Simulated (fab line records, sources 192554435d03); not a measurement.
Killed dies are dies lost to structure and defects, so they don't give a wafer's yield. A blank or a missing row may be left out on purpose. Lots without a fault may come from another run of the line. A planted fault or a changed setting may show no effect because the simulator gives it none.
Split-lot experiment | flow n5_finfet | 7 lots, 21 wafers read, on a route of 1938 steps

THE SPLIT
At N5_FIN_SAQP_SPACER2_ALD_28 (deposits SiO2, target thk 8.1 nm, pulse time 1 s, purge time 2 s), the setting temp_c was moved away from the recipe's 300 C on 12 of the 21 wafers read, by -4.0% to +3.6%. The other wafers ran this setting at the recipe's value.

FROM THE SPLIT TO THE READING: what the file shows between them, 5 steps
- N5_FIN_SAQP_SPACER2_ETCHBACK_29: etches SiO2 in CHF3/O2, target depth 12.2 nm, time 6.1 s
- N5_FIN_SAQP_MANDREL2_REMOVE_60: chemistry HBr/Cl2/O2, target a-Si, stops on SiNx, bt time 10 s
- N5_FIN_SAQP_HM_OPEN_33: chemistry CH3F/O2, target SiNx, target depth 49.4 nm, time 70.6 s
- N5_FIN_SAQP_STRIP_77: strips in N2/H2, time 90 s
- N5_FIN_SAQP_ETCH_64: etches SiO2 in CF4, target depth 1.5 nm

THE READING
FIN_SAQP.cd_nm (the simulator's own value, which no gauge read), in nm, at N5_FIN_SAQP_FIN_ETCH_36 (etches the open film in HBr/Cl2/O2, target depth 120 nm, time 50.4 s). The file gives no usual value for it. The 9 wafers here that ran the recipe average 8.0 nm, standard deviation 0.063 nm.

wafer  | tool, chamber at the split | temp_c as run, C | against the recipe | FIN_SAQP.cd_nm, nm | against lot-mates on the recipe
L075.1 | ald_sin-04, 1,2            | 288.2            | -3.9%              | 8.6                | +0.6
L075.4 | ald_sin-04, 1,2            | 288.2            | -3.9%              | 8.6                | +0.6
L075.5 | ald_sin-04, 3              | 300              | recipe             | 8                  | -
L076.1 | ald_sin-04, 3,0            | 296.6            | -1.1%              | 8.2                | +0.2
L076.5 | ald_sin-04, 3,0            | 296.6            | -1.1%              | 8.2                | +0.2
L076.4 | ald_sin-04, 0              | 300              | recipe             | 8                  | -
L084.1 | ald_sin-04, 0,2,2          | 310.7            | +3.6%              | 7.8                | no lot-mate on the recipe
L084.4 | ald_sin-04, 0,2,2          | 310.7            | +3.6%              | 7.8                | no lot-mate on the recipe
L084.5 | ald_sin-04, 0,2,2          | 310.7            | +3.6%              | 7.8                | no lot-mate on the recipe
L091.3 | ald_sin-04, 3,0,0          | 300              | recipe             | 8                  | -
L091.5 | ald_sin-04, 3,0,0          | 300              | recipe             | 8                  | -
L091.4 | ald_sin-04, 3,0,0          | 300              | recipe             | 7.8                | -
L094.1 | ald_sin-04, 0,1            | 300              | recipe             | 8                  | -
L094.6 | ald_sin-04, 0,1            | 300              | recipe             | 8                  | -
L094.4 | ald_sin-04, 3              | 294.7            | -1.8%              | 8.2                | +0.2
L095.1 | ald_sin-04, 2              | 300              | recipe             | 8                  | -
L095.2 | ald_sin-04, 0,1            | 288.1            | -4.0%              | 8.4                | +0.4
L095.5 | ald_sin-04, 0,1            | 288.1            | -4.0%              | 8.6                | +0.6
L097.1 | ald_sin-04, 1,2            | 291.6            | -2.8%              | 8                  | +0.0
L097.2 | ald_sin-04, 1,2            | 291.6            | -2.8%              | 8.4                | +0.4
L097.3 | ald_sin-04, 0              | 300              | recipe             | 8                  | -
Where a row lists several chambers, the file gives one row for several wafers and doesn't say which wafer went through which chamber.

THE FIT
A straight line over all 21 wafers: FIN_SAQP.cd_nm changes by -0.0992 nm for each +1% of temp_c; r = -0.88; the points scatter about the line by 0.13 nm.
The same after taking each lot's own level away (the mean of its wafers on the recipe; 18 wafers): -0.127 nm for each +1%; r = -0.89; scatter 0.11 nm.
On that fit, the largest move of temp_c shifts the reading by 0.51 nm.
The lots' own levels span 7.93 to 8.00 nm, that is 1.1 times the standard deviation above.
So the lot-to-lot level changes the slope: the two fits differ.
Check: with one of the wafers moved furthest among these (-4.0%) left out of the fit, the line predicts +0.527 nm for it against its lot-mates. It came out at +0.4 nm against them.

OTHER SPLITS ON THESE WAFERS
These wafers also went through other splits before the reading. Each is held against what the fit with the lots' levels taken away leaves over:
other split on the same wafers | wafers away from the commonest value | r with FIN_SAQP.cd_nm (lot level and that fit taken away)
N5_ZERO_LAYER_PECVD_02 time_s  | 7                                    | -0.14
N5_ZERO_LAYER_COAT_05 spin_rpm | 2                                    | +0.00
N5_WELL_APT_PEB_23 peb_time_s  | 8                                    | +0.00
N5_FIN_SAQP_EXPOSE_13 dose_mj  | 4                                    | +0.59

THE WHOLE CHAIN: every reading that the file lists as answering this split, in the file's order
step                           | what it does                                                         | reading                                                         | change (the file's fit)                | r (the file's)
N5_FIN_SAQP_MANDREL2_REMOVE_60 | chemistry HBr/Cl2/O2, target a-Si, stops on SiNx, bt time 10 s       | FIN_SAQP.cd_nm (the simulator's own value, which no gauge read) | -0.0988 nm for each +1% of the setting | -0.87
N5_FIN_SAQP_ETCH_64            | etches SiO2 in CF4, target depth 1.5 nm                              | FIN_SAQP.cd_nm (the simulator's own value, which no gauge read) | -0.12 nm for each +1% of the setting   | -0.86
N5_FIN_SAQP_FIN_ETCH_36        | etches the open film in HBr/Cl2/O2, target depth 120 nm, time 50.4 s | FIN_SAQP.cd_nm (the simulator's own value, which no gauge read) | -0.126 nm for each +1% of the setting  | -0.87

THE FILE'S OWN FIT
FIN_SAQP.cd_nm changes by -0.126 nm for each +1% of temp_c, r = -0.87.
